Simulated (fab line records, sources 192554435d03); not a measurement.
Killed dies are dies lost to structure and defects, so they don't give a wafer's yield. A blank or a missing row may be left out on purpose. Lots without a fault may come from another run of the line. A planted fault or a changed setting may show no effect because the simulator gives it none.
Which tool did it? | flow n5_finfet | 24 lots, 72 wafers sampled, at 2 steps of a route of 1938

WHAT THE GAUGES READ, wafer by wafer
N5_BEOL_M12_THK_MEAS_01.
lot  | measured     | on            | M12_ILD_THK (nm)
L074 | day 11 08:44 | film_metro-02 | 654 661 661
L075 | day 11 13:25 | film_metro-02 | 660 675 661
L076 | day 11 22:56 | film_metro-02 | 647 664 669
L077 | day 12 02:35 | film_metro-01 | 644 653 672
L079 | day 12 10:58 | film_metro-01 | 664 664 665
L078 | day 12 11:30 | film_metro-02 | 662 659 658
L080 | day 12 11:50 | film_metro-02 | 658 658 668
L081 | day 13 05:19 | film_metro-01 | 645 647 658
L082 | day 13 08:15 | film_metro-02 | 660 680 664
L083 | day 13 17:11 | film_metro-01 | 646 654 662
L084 | day 13 17:26 | film_metro-02 | 642 649 665
L085 | day 14 10:52 | film_metro-02 | 661 667 659
L087 | day 14 15:38 | film_metro-01 | 646 659 658
L088 | day 14 16:08 | film_metro-01 | 644 664 675
L086 | day 14 16:36 | film_metro-02 | 664 652 667
L089 | day 14 17:29 | film_metro-01 | 660 654 670
L091 | day 15 03:10 | film_metro-01 | 653 662 672
L090 | day 15 06:46 | film_metro-02 | 653 664 664
L092 | day 15 20:07 | film_metro-01 | 649 665 664
L093 | day 15 20:41 | film_metro-01 | 643 660 651
L094 | day 16 04:14 | film_metro-02 | 677 678 662
L095 | day 16 14:16 | film_metro-02 | 657 657 658
L097 | day 17 08:13 | film_metro-02 | 679 692 669
L096 | day 17 13:01 | film_metro-01 | 658 653 647

WHICH TOOL RAN EACH LOT (tool, then ch and the chambers of the sampled wafers, then the start)
lot  | N5_BEOL_M11_DEP_56
L074 | pecvd-02 ch 0,1,2, day 11 08:28
L075 | pecvd-01 ch 0,1,2, day 11 13:09
L076 | pecvd-02 ch 0,1,2, day 11 22:38
L077 | pecvd-04 ch 0,1,2, day 12 02:20
L079 | pecvd-02 ch 0,1,2, day 12 10:42
L078 | pecvd-01 ch 0,1,2, day 12 11:14
L080 | pecvd-01 ch 1,2, day 12 11:35
L081 | pecvd-04 ch 0,1,2, day 13 05:04
L082 | pecvd-01 ch 0,1,2, day 13 07:59
L083 | pecvd-02 ch 0,1, day 13 16:55
L084 | pecvd-04 ch 0,1, day 13 17:11
L085 | pecvd-04 ch 0,2, day 14 10:36
L087 | pecvd-04 ch 0,1, day 14 15:20
L088 | pecvd-04 ch 0,1,2, day 14 15:52
L086 | pecvd-02 ch 0,1, day 14 16:20
L089 | pecvd-01 ch 0,1, day 14 17:13
L091 | pecvd-02 ch 0,1,2, day 15 02:49
L090 | pecvd-02 ch 0,1, day 15 06:24
L092 | pecvd-01 ch 0,1, day 15 19:50
L093 | pecvd-01 ch 1,2, day 15 20:25
L094 | pecvd-04 ch 0,1,2, day 16 03:59
L095 | pecvd-01 ch 0,1,2, day 16 14:00
L097 | pecvd-02 ch 0,2, day 17 07:56
L096 | pecvd-02 ch 0,2, day 17 12:45
- N5_BEOL_M11_DEP_56: deposits SiCN from 3MS/NH3, target thk 30 nm, time 10.5 s.

WHAT THE TOOLS THEMSELVES READ (means of the sampled wafers that have a number; where no wafer has one, the mark that the record gives instead)
N5_BEOL_M11_DEP_56.
lot  | tool     | chamber_pressure_Torr (Torr) | showerhead_plenum_p_Torr (Torr) | throttle_valve_pct (%)
L074 | pecvd-02 | 2.997                        | 4.181                           | 18.5
L075 | pecvd-01 | 3.004                        | 4.148                           | 17.6
L076 | pecvd-02 | 3.001                        | 4.186                           | 18.8
L077 | pecvd-04 | 3.004                        | 4.151                           | 17.0
L079 | pecvd-02 | 3.005                        | 4.185                           | 18.7
L078 | pecvd-01 | 3.000                        | 4.149                           | 17.5
L080 | pecvd-01 | 2.994                        | 4.143                           | 18.2
L081 | pecvd-04 | 2.995                        | 4.155                           | 17.1
L082 | pecvd-01 | 2.994                        | 4.149                           | 17.4
L083 | pecvd-02 | 3.002                        | 4.187                           | 18.9
L084 | pecvd-04 | 3.000                        | 4.161                           | 17.0
L085 | pecvd-04 | 3.002                        | 4.154                           | 17.0
L087 | pecvd-04 | 3.002                        | 4.166                           | 17.1
L088 | pecvd-04 | 3.003                        | 4.154                           | 17.2
L086 | pecvd-02 | 2.994                        | 4.191                           | 19.2
L089 | pecvd-01 | 3.008                        | 4.148                           | 17.8
L091 | pecvd-02 | 2.997                        | 4.181                           | 18.6
L090 | pecvd-02 | 2.998                        | 4.175                           | 18.9
L092 | pecvd-01 | 3.005                        | 4.155                           | 18.0
L093 | pecvd-01 | 3.003                        | 4.145                           | 17.3
L094 | pecvd-04 | 3.009                        | 4.160                           | 17.1
L095 | pecvd-01 | 3.000                        | 4.150                           | 17.8
L097 | pecvd-02 | 2.996                        | 4.178                           | 18.4
L096 | pecvd-02 | 2.993                        | 4.179                           | 18.0

THE ANSWER, worked out from the rows above alone
Rule: what is usual is taken from the lots themselves. Put in order of their means at a reading, lots are off if they are a third of the lots or fewer, leave a main group of 4 or more, and stand apart from it by a gap of 3 or more times the standard deviation of the main group's means; of several such gaps the widest counts. A main group whose means are all the same, to the digits that the tables above print for the reading, isn't used. A lot without any number at a reading at which 4 lots or more have one is off too. The other lots that the step has rows for count as sound. The gauges are gone through in route order, then the tools' own readings, and for those a lot's mean is taken as printed above. The first step at which some lot is off is used, and at that step the reading that is off furthest; a lot without a number counts as furthest.
No lot is off at any reading shown: from this, nothing can be told.

WHAT THE SIMULATOR HAD PUT IN
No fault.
